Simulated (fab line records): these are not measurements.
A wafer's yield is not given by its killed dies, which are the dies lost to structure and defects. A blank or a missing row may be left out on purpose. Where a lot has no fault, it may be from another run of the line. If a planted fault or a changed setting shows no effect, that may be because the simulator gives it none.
fab line records + flow n5-finfet
record:
- lots: 11
- wafers: 31
- last-day: 17
route steps=1938 shown GATE_CUT@488 BEOL_M4@1111
lots that met no fault: taken from a fault-free run of the same line
start-h: hours from the record's opening day to when the first of the lot's shown wafers began + wait-h: time in hours since the lot's previous step + " unchanged from the row above + L1.1+2: a single row standing in for several wafers + - value missing, or start not given + * or withheld: withheld + < > ~ a bound
route shown NAME@n: NAME is a module with steps in the file, n the number in the route of the first one + usual: average and standard deviation across the fault-free wafers + same: alike in all rows + chamber/n: place in a boat + sites: per-site readings + _std_site: the values' standard deviation + _edge_site: the outer-site mean with the inner-site mean subtracted + radius-mm: how far each site lies from the wafer's centre + mask NAME#n: copy n + behind: the tool/chamber that last shaped the wafer + hold: what put the lot on hold/how long, in hours/how the hold closed + device: the transistor (n, p or np) that didn't switch + end of line: at the end of the route, the tests of the same wafers + a step given without rows: its recipe and nothing more + killed: at the first sort, the dies lost to defects and structure; wafer yield is something else + map: per-die view of a wafer (x killed, . not killed, _ where there is no die)
set.NAME: the setting the step ran with; set.NAME@STEP: the setting that earlier step ran with + model.NAME: the simulator's own value behind a step, which no gauge read
a sample of lots followed through the steps of the route, with each step as a table and each wafer as a row
services: when a tool's chamber went out of use (start-h, in hours from the record's first day, below 0 if earlier), for how many hours, and the reason
== steps ==
step: N5_GATE_CUT_OVL_MEAS_14
recipe:
- points-per-wafer: 522
usual:
- GATE_CUT_OVL: 0.5/0.73
| lot.wafer | tool       | chamber | start-h | wait-h | GATE_CUT_OVL[nm] |
|-----------|------------|---------|---------|--------|------------------|
| L155.3    | overlay-01 | 0       | 96.14   | 0.1    | -0.2             |
| L155.5    | "          | 0       | "       | "      | -0.5             |
| L155.6    | "          | 0       | "       | "      | -0.1             |
| L156.1    | overlay-01 | 0       | 97.31   | 0.1    | -0.1             |
| L156.3    | "          | 0       | "       | "      | 0.2              |
| L156.5    | "          | 0       | "       | "      | 0.1              |
| L157.1    | overlay-02 | 0       | 112.15  | 0.0    | 0.3              |
| L157.5    | "          | 0       | "       | "      | 1.3              |
| L157.6    | "          | 0       | "       | "      | 0.1              |
| L163.1    | overlay-02 | 0       | 141.06  | 0.0    | 1.5              |
| L163.2    | "          | 0       | "       | "      | 2.2              |
| L163.5    | "          | 0       | "       | "      | 1.6              |
| L164.1    | overlay-01 | 0       | 146.82  | 0.0    | 1.2              |
| L164.4    | "          | 0       | "       | "      | -0.7             |
| L164.5    | "          | 0       | "       | "      | 1.0              |
| L166.1    | overlay-02 | 0       | 156.06  | 0.0    | 1.8              |
| L166.3    | "          | 0       | "       | "      | 1.3              |
| L166.4    | "          | 0       | "       | "      | 0.5              |
| L167.3    | overlay-01 | 0       | 159.10  | 0.0    | 0.7              |
| L167.5    | "          | 0       | "       | "      | 0.6              |
| L167.6    | "          | 0       | "       | "      | 1.4              |
| L168.1    | overlay-02 | 0       | 168.11  | 0.0    | 0.6              |
| L168.2    | "          | 0       | "       | "      | 0.7              |
| L168.3    | "          | 0       | "       | "      | 0.4              |
| L169.1    | overlay-01 | 0       | 175.55  | 0.0    | -0.1             |
| L169.6    | "          | 0       | "       | "      | 0.2              |
| L170.1    | overlay-01 | 0       | 178.96  | 0.0    | 1.3              |
| L170.4    | "          | 0       | "       | "      | 1.6              |
| L176.1    | overlay-01 | 0       | 218.01  | 0.0    | -0.9             |
| L176.3    | "          | 0       | "       | "      | 0.8              |
| L176.5    | "          | 0       | "       | "      | -0.9             |
step: N5_GATE_CUT_STRIP_21
recipe:
- chemistry: N2/H2
- time-s: 30
- power-w: 1000
- temp-c: 250
- pressure-mtorr: withheld
- n2-flow-sccm: 1750
- h2-flow-sccm: 3250
usual:
- drypump-motor-current-A: 5.41/0.092
- heater-power-w: 338/28
| lot.wafer | tool            | chamber | start-h | wait-h | drypump-motor-current-A | heater-power-w | rf-hours-counter-h |
|-----------|-----------------|---------|---------|--------|-------------------------|----------------|--------------------|
| L155.3    | plasma-asher-01 | 1       | 96.92   | 0.1    | 5.50                    | 301            | -                  |
| L155.5    | "               | 1       | "       | "      | 5.50                    | 300            | -                  |
| L155.6    | "               | 0       | "       | "      | 5.46                    | 344            | -                  |
| L156.1    | plasma-asher-01 | 1       | 98.22   | 0.0    | 5.52                    | 293            | 40                 |
| L156.3    | "               | 1       | "       | "      | 5.52                    | 296            | -                  |
| L156.5    | "               | 1       | "       | "      | 5.52                    | 294            | -                  |
| L157.1    | plasma-asher-02 | 1       | 112.93  | 0.0    | 5.33                    | 366            | 94                 |
| L157.5    | "               | 1       | "       | "      | 5.31                    | 359            | -                  |
| L157.6    | "               | 0       | "       | "      | 5.29                    | 354            | -                  |
| L163.1    | plasma-asher-02 | 0       | 141.96  | 0.0    | 5.28                    | 353            | 101                |
| L163.2    | "               | 1       | "       | "      | 5.32                    | 363            | 101                |
| L163.5    | "               | 0       | "       | "      | 5.29                    | 351            | -                  |
| L164.1    | plasma-asher-02 | 1       | 147.59  | 0.0    | 5.30                    | 359            | 102                |
| L164.4    | "               | 0       | "       | "      | 5.30                    | 340            | -                  |
| L164.5    | "               | 0       | "       | "      | 5.30                    | 351            | -                  |
| L166.1    | plasma-asher-01 | 1       | 156.84  | 0.0    | 5.51                    | 286            | 53                 |
| L166.3    | "               | 0       | "       | "      | 5.49                    | 358            | -                  |
| L166.4    | "               | 1       | "       | "      | 5.51                    | 290            | -                  |
| L167.3    | plasma-asher-02 | 0       | 159.88  | 0.1    | 5.29                    | 347            | -                  |
| L167.5    | "               | 1       | "       | "      | 5.31                    | 366            | -                  |
| L167.6    | "               | 0       | "       | "      | 5.28                    | 354            | -                  |
| L168.1    | plasma-asher-01 | 1       | 168.88  | 0.0    | 5.51                    | 300            | 55                 |
| L168.2    | "               | 0       | "       | "      | 5.46                    | 346            | 55                 |
| L168.3    | "               | 1       | "       | "      | 5.51                    | 296            | -                  |
| L169.1    | plasma-asher-01 | 0       | 176.86  | 0.0    | 5.47                    | 352            | 55                 |
| L169.6    | "               | 1       | "       | "      | 5.51                    | 293            | -                  |
| L170.1    | plasma-asher-02 | 1       | 179.74  | 0.0    | 5.34                    | 375            | 109                |
| L170.4    | "               | 1       | "       | "      | 5.33                    | 377            | -                  |
| L176.1    | plasma-asher-02 | 1       | 218.79  | 0.0    | 5.32                    | 362            | 118                |
| L176.3    | "               | 1       | "       | "      | 5.32                    | 353            | -                  |
| L176.5    | "               | 1       | "       | "      | 5.30                    | 368            | -                  |
step: N5_GATE_CUT_CMP_23
recipe:
- stop-on: SiO2
- t-overpolish-s: 23.4
- post-cmp-clean: alkaline-brush
- down-force-psi: 2.5
- platen-rpm: 51.8
- pad-velocity-m-s: 1.0307
- target-thk-nm: 16
usual:
- motor-current-A: 8.7/1.3
- overpolish-run-s: 23.400/0.0089
- time-to-endpoint-s: 19.8/1.9
| lot.wafer | tool   | chamber | start-h | wait-h | motor-current-A | overpolish-run-s | time-to-endpoint-s |
|-----------|--------|---------|---------|--------|-----------------|------------------|--------------------|
| L155.3    | cmp-01 | 2       | 98.55   | 0.8    | 8.7             | 23.414           | 19.2               |
| L155.5    | "      | 2       | "       | "      | 9.1             | 23.403           | 18.7               |
| L155.6    | "      | 3       | "       | "      | 10.1            | 23.396           | 18.8               |
| L156.3    | cmp-04 | 3       | 100.35  | 0.8    | 7.9             | 23.394           | 19.0               |
| L156.1    | "      | 1       | "       | "      | 8.2             | 23.399           | 21.0               |
| L156.5    | "      | 0       | "       | "      | 9.4             | 23.388           | 18.5               |
| L157.1    | cmp-03 | 0       | 114.64  | 0.8    | 7.1             | 23.415           | 23.6               |
| L157.5    | "      | 2       | "       | "      | 7.0             | 23.400           | 24.4               |
| L157.6    | "      | 3       | "       | "      | 10.7            | 23.386           | 23.6               |
| L163.2    | cmp-01 | 2       | 143.64  | 0.8    | 8.7             | 23.400           | 18.4               |
| L163.1    | "      | 0       | "       | "      | 6.9             | 23.396           | 18.1               |
| L163.5    | "      | 2       | "       | "      | 8.9             | 23.399           | 16.3               |
| L164.4    | cmp-03 | 2       | 149.27  | 0.8    | 7.0             | 23.409           | 21.1               |
| L164.1    | "      | 3       | "       | "      | 10.5            | 23.394           | 23.2               |
| L164.5    | "      | 2       | "       | "      | 7.5             | 23.401           | 21.8               |
| L166.1    | cmp-03 | 1       | 158.48  | 0.8    | 10.3            | 23.405           | 20.9               |
| L166.3    | "      | 2       | "       | "      | 6.8             | 23.396           | 24.1               |
| L166.4    | "      | 3       | "       | "      | 11.6            | 23.402           | 20.6               |
| L167.3    | cmp-03 | 1       | 161.62  | 0.9    | 10.1            | 23.403           | 20.6               |
| L167.5    | "      | 2       | "       | "      | 7.3             | 23.395           | 20.3               |
| L167.6    | "      | 3       | "       | "      | 10.9            | 23.388           | 19.5               |
| L168.3    | cmp-03 | 0       | 170.53  | 0.8    | 6.8             | 23.402           | 22.6               |
| L168.2    | "      | 1       | "       | "      | 10.1            | 23.413           | 18.5               |
| L168.1    | "      | 2       | "       | "      | 6.9             | 23.386           | 12.1               |
| L169.1    | cmp-03 | 1       | 178.51  | 0.8    | 9.7             | 23.393           | 10.5               |
| L169.6    | "      | 2       | "       | "      | 7.0             | 23.395           | 21.6               |
| L170.4    | cmp-03 | 2       | 181.45  | 0.1    | 7.5             | 23.400           | 13.6               |
| L170.1    | "      | 3       | "       | "      | 11.5            | 23.377           | 11.5               |
| L176.1    | cmp-01 | 0       | 220.51  | 0.8    | 6.9             | 23.389           | 21.1               |
| L176.3    | "      | 1       | "       | "      | 9.1             | 23.402           | 21.4               |
| L176.5    | "      | 3       | "       | "      | 9.7             | 23.392           | 22.2               |
step: N5_GATE_CUT_CMP_43
recipe:
- material: SiO2
- post-cmp-clean: rinse-only
usual:
- motor-current-A: 11.3/1.3
| lot.wafer | tool   | chamber | start-h | wait-h | motor-current-A |
|-----------|--------|---------|---------|--------|-----------------|
| L155.3    | cmp-04 | 1       | 98.95   | 0.1    | 10.5            |
| L155.6    | "      | 0       | "       | "      | 13.3            |
| L155.5    | "      | 1       | "       | "      | 10.7            |
| L156.1    | cmp-01 | 3       | 100.75  | 0.1    | 12.8            |
| L156.3    | "      | 0       | "       | "      | 9.7             |
| L156.5    | "      | 3       | "       | "      | 12.8            |
| L157.1    | cmp-01 | 0       | 115.05  | 0.2    | 10.0            |
| L157.6    | "      | 2       | "       | "      | 11.3            |
| L157.5    | "      | 3       | "       | "      | 12.7            |
| L163.1    | cmp-01 | 1       | 144.09  | 0.2    | 12.4            |
| L163.2    | "      | 2       | "       | "      | 11.1            |
| L163.5    | "      | 0       | "       | "      | 9.5             |
| L164.4    | cmp-04 | 1       | 149.64  | 0.1    | 10.3            |
| L164.1    | "      | 3       | "       | "      | 10.5            |
| L164.5    | "      | 2       | "       | "      | 10.0            |
| L166.1    | cmp-04 | 3       | 158.80  | 0.0    | 10.7            |
| L166.4    | "      | 1       | "       | "      | 11.1            |
| L166.3    | "      | 2       | "       | "      | 10.4            |
| L167.3    | cmp-03 | 3       | 161.83  | 0.0    | 14.8            |
| L167.5    | "      | 3       | "       | "      | 14.7            |
| L167.6    | "      | 0       | "       | "      | 8.9             |
| L168.3    | cmp-04 | 2       | 170.85  | 0.0    | 10.7            |
| L168.2    | "      | 3       | "       | "      | 10.0            |
| L168.1    | "      | 0       | "       | "      | 13.2            |
| L169.1    | cmp-04 | 2       | 178.91  | 0.1    | 10.8            |
| L169.6    | "      | 1       | "       | "      | 10.4            |
| L170.1    | cmp-04 | 2       | 181.70  | 0.0    | 10.0            |
| L170.4    | "      | 1       | "       | "      | 10.3            |
| L176.3    | cmp-04 | 3       | 220.75  | 0.0    | 10.5            |
| L176.1    | "      | 0       | "       | "      | 11.9            |
| L176.5    | "      | 0       | "       | "      | 13.2            |
step: N5_BEOL_M4_RC_MEAS_101
usual:
- DIBL_N: 36.3/1.2
- DIBL_P: 36.3/1.4
- IOFF_N: 0.157/0.02
- IOFF_P: 0.22/0.033
- ION_N: 675/9.6
- ION_P: 465/8.2
- SS_N: 71.4/0.45
- SS_P: 73.3/0.54
- VT_N: 249.8/2.5
- VT_P: -249/3.2
| lot.wafer | tool      | chamber | start-h | wait-h | DIBL_N[mV/V] | DIBL_P[mV/V] | IOFF_N[nA/um] | IOFF_P[nA/um] | ION_N[uA/um] | ION_P[uA/um] | SS_N[mV/dec] | SS_P[mV/dec] | VT_N[mV] | VT_P[mV] |
|-----------|-----------|---------|---------|--------|--------------|--------------|---------------|---------------|--------------|--------------|--------------|--------------|----------|----------|
| L156.1    | prober-01 | 0       | 187.88  | 0.0    | 34.6         | 34.8         | 0.128         | 0.16          | 665          | 455          | 71.2         | 72.0         | 251.3    | -256     |
| L156.3    | "         | 0       | "       | "      | 35.1         | 34.9         | 0.132         | 0.17          | 662          | 453          | 71.7         | 72.3         | 251.7    | -253     |
| L156.5    | "         | 0       | "       | "      | 35.3         | 35.1         | 0.137         | 0.17          | 668          | 455          | 71.2         | 71.9         | 253.9    | -254     |
| L155.3    | prober-02 | 0       | 203.36  | 0.3    | 36.7         | 37.4         | 0.161         | 0.24          | 684          | 475          | 72.0         | 73.4         | 247.5    | -247     |
| L155.5    | "         | 0       | "       | "      | 37.9         | 38.7         | 0.190         | 0.26          | 687          | 467          | 71.9         | 74.0         | 248.9    | -249     |
| L155.6    | "         | 0       | "       | "      | 36.8         | 37.3         | 0.162         | 0.23          | 678          | 468          | 71.4         | 74.3         | 249.6    | -249     |
| L157.1    | prober-01 | 0       | 215.64  | 0.0    | 36.5         | 35.2         | 0.145         | 0.20          | 677          | 465          | 71.7         | 73.1         | 253.5    | -251     |
| L157.5    | "         | 0       | "       | "      | 37.5         | 37.4         | 0.176         | 0.24          | 690          | 477          | 71.7         | 73.4         | 246.0    | -247     |
| L157.6    | "         | 0       | "       | "      | 36.6         | 34.6         | 0.138         | 0.19          | 674          | 460          | 71.2         | 73.4         | 252.7    | -251     |
| L163.1    | prober-01 | 0       | 232.27  | 0.4    | 34.2         | 35.7         | 0.151         | 0.23          | 686          | 468          | 71.2         | 72.6         | 248.1    | -247     |
| L163.2    | "         | 0       | "       | "      | 34.5         | 36.1         | 0.159         | 0.23          | 670          | 470          | 71.8         | 72.4         | 245.6    | -248     |
| L163.5    | "         | 0       | "       | "      | 35.3         | 37.5         | 0.177         | 0.26          | 692          | 475          | 71.6         | 72.8         | 247.1    | -246     |
| L164.1    | prober-02 | 0       | 251.22  | 0.0    | 37.4         | 35.5         | 0.168         | 0.23          | 683          | 466          | 70.9         | 73.8         | 249.0    | -249     |
| L164.4    | "         | 0       | "       | "      | 36.9         | 35.0         | 0.162         | 0.21          | 680          | 466          | 71.2         | 73.2         | 248.9    | -247     |
| L164.5    | "         | 0       | "       | "      | 37.3         | 35.6         | 0.174         | 0.23          | 682          | 465          | 71.6         | 73.8         | 250.0    | -247     |
| L167.3    | prober-01 | 0       | 252.24  | 0.3    | 34.5         | 34.8         | 0.155         | 0.19          | 679          | 468          | 71.6         | 73.8         | 249.4    | -252     |
| L167.5    | "         | 0       | "       | "      | 34.2         | 34.3         | 0.146         | 0.18          | 681          | 459          | 70.7         | 72.8         | 247.7    | -255     |
| L167.6    | "         | 0       | "       | "      | 33.8         | 34.0         | 0.141         | 0.17          | 670          | 459          | 71.5         | 72.9         | 248.8    | -256     |
| L166.1    | prober-01 | 0       | 269.43  | 0.0    | 37.2         | 37.3         | 0.182         | 0.25          | 680          | 475          | 71.3         | 73.5         | 248.5    | -246     |
| L166.3    | "         | 0       | "       | "      | 35.8         | 36.4         | 0.173         | 0.24          | 680          | 472          | 71.3         | 73.9         | 249.2    | -245     |
| L166.4    | "         | 0       | "       | "      | 36.2         | 36.6         | 0.173         | 0.23          | 677          | 465          | 71.1         | 72.8         | 247.7    | -246     |
| L170.1    | prober-02 | 0       | 274.00  | 0.0    | 36.0         | 35.9         | 0.160         | 0.20          | 683          | 463          | 71.2         | 73.4         | 249.9    | -250     |
| L170.4    | "         | 0       | "       | "      | 36.0         | 36.1         | 0.152         | 0.20          | 672          | 461          | 71.7         | 72.8         | 249.2    | -252     |
| L168.1    | prober-02 | 0       | 276.89  | 0.0    | 37.1         | 37.0         | 0.156         | 0.22          | 666          | 459          | 71.4         | 74.0         | 250.1    | -249     |
| L168.2    | "         | 0       | "       | "      | 36.4         | 36.4         | 0.154         | 0.21          | 671          | 457          | 72.1         | 73.0         | 252.0    | -251     |
| L168.3    | "         | 0       | "       | "      | 34.7         | 34.0         | 0.120         | 0.18          | 660          | 453          | 70.6         | 73.4         | 254.0    | -253     |
| L169.1    | prober-02 | 0       | 284.71  | 0.0    | 36.3         | 36.0         | 0.133         | 0.20          | 666          | 461          | 71.5         | 72.2         | 254.8    | -251     |
| L169.6    | "         | 0       | "       | "      | 37.9         | 38.3         | 0.163         | 0.24          | 686          | 477          | 71.9         | 74.0         | 249.4    | -248     |
| L176.1    | prober-01 | 0       | 307.20  | 0.0    | 35.7         | 36.1         | 0.147         | 0.25          | 673          | 469          | 71.2         | 73.3         | 249.2    | -246     |
| L176.3    | "         | 0       | "       | "      | 37.4         | 37.9         | 0.182         | 0.28          | 675          | 473          | 71.5         | 74.0         | 246.1    | -245     |
| L176.5    | "         | 0       | "       | "      | 36.5         | 36.6         | 0.170         | 0.26          | 667          | 464          | 71.8         | 73.9         | 247.4    | -246     |
== services ==
| tool            | chamber | start-h | hours | kind                           |
|-----------------|---------|---------|-------|--------------------------------|
| cmp-01          | -       | 79.11   | 4.0   | pm                             |
| cmp-01          | -       | 83.11   | -     | consumable-replace:conditioner |
| cmp-01          | -       | 83.11   | -     | consumable-replace:pad         |
| plasma-asher-02 | -       | 106.05  | 2.8   | pm                             |
| cmp-04          | -       | 108.90  | 1.5   | repair                         |
| cmp-01          | -       | 122.73  | 1.6   | repair                         |
| cmp-01          | -       | 132.47  | 1.0   | repair                         |
| cmp-03          | -       | 133.15  | 4.0   | pm                             |
| cmp-03          | -       | 137.15  | -     | consumable-replace:conditioner |
| cmp-03          | -       | 137.15  | -     | consumable-replace:pad         |
| cmp-03          | -       | 139.82  | 3.8   | repair                         |
| cmp-01          | -       | 151.87  | 0.2   | repair                         |
| plasma-asher-01 | -       | 169.11  | 4.0   | repair                         |
| cmp-03          | -       | 186.94  | 8.3   | pm                             |
| cmp-04          | -       | 192.11  | 4.0   | pm                             |
| cmp-04          | -       | 196.11  | -     | consumable-replace:conditioner |
| cmp-04          | -       | 196.11  | -     | consumable-replace:pad         |
== key ==
first-sign:
- step: N5_GATE_CUT_CMP_23
- reading: time-to-endpoint-s
- direction: down
- sigmas: 4.1
- usual: *
- struck: *
effect none on later readings
met-at N5_GATE_CUT_CMP_23
struck-lots L168,L169,L170
struck-wafers L168.1,L169.1,L170.1,L170.4
not-acting-at N5_GATE_CUT_OVL_MEAS_14,N5_GATE_CUT_STRIP_21,N5_GATE_CUT_CMP_43
onset-between 161.62 170.53
fault:
- kind: process-parameter-drift
- tool: cmp-03
- chamber: -
- onset-h: 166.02
- steps: N5_GATE_CUT_CMP_23
- channel: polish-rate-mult
- offset: 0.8
- shape: step
- end-h: 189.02
- scope: struck-wafers-only
